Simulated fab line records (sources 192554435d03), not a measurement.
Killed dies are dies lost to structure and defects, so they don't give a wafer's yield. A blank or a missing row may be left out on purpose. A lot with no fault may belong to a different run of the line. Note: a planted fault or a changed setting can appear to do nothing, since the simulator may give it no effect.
Chamber matching ; flow n5Finfet ; N5_BEOL_M5_DESCUM_33 on rieDiel-05: 4 sister chambers
The step chemistry O2, time 7 s. 8 wafers are shown with their chamber, then 10 later ones without.

## WAFERS WITH THEIR CHAMBER
wafer;chamber;showerheadPlenumPTorr (Torr);throttleValvePct (%)
L078.6;1;2.07;20.01
L079.2;2;2.11;20.23
L082.2;0;2.01;20.72
L086.2;0;2.01;20.71
L086.3;3;2.22;20.51
L086.4;1;2.07;20.03
L089.2;2;2.11;20.25
L089.3;3;2.21;20.53

## WAFERS MISSING THEIR CHAMBER
wafer;showerheadPlenumPTorr (Torr);throttleValvePct (%)
L089.6;2.21;20.52
L090.4;2.00;20.73
L090.5;2.21;20.54
L090.6;2.06;20.02
L092.1;2.06;20.05
L092.2;2.21;20.53
L092.4;2.06;20.04
L096.1;2.00;20.77
L096.2;2.21;20.56
L096.3;2.11;20.25

## EACH ONE'S CHAMBER
wafer;from the rows above;in truth
L089.6;3;3
L090.4;0;0
L090.5;3;3
L090.6;1;1
L092.1;1;1
L092.2;3;3
L092.4;1;1
L096.1;0;0
L096.2;3;3
L096.3;2;2
Placed correctly: 10 of 10. From these rows, 0 cannot be placed. 0 placed wrongly.
How it was worked out, from the rows above alone: a wafer's distance from a chamber is the root of the sum, over the readings, of the square of ((its reading less the chamber's mean) divided by the reading's scatter). If the next closest chamber is less than 2 further off than the closest, the wafer can't be placed; otherwise it belongs to the closest. A chamber's mean is the mean of its shown wafers. The scatter is the square root of a quotient: the sum, over the shown wafers, of each reading's squared deviation from its chamber's mean, divided by wafers minus chambers.
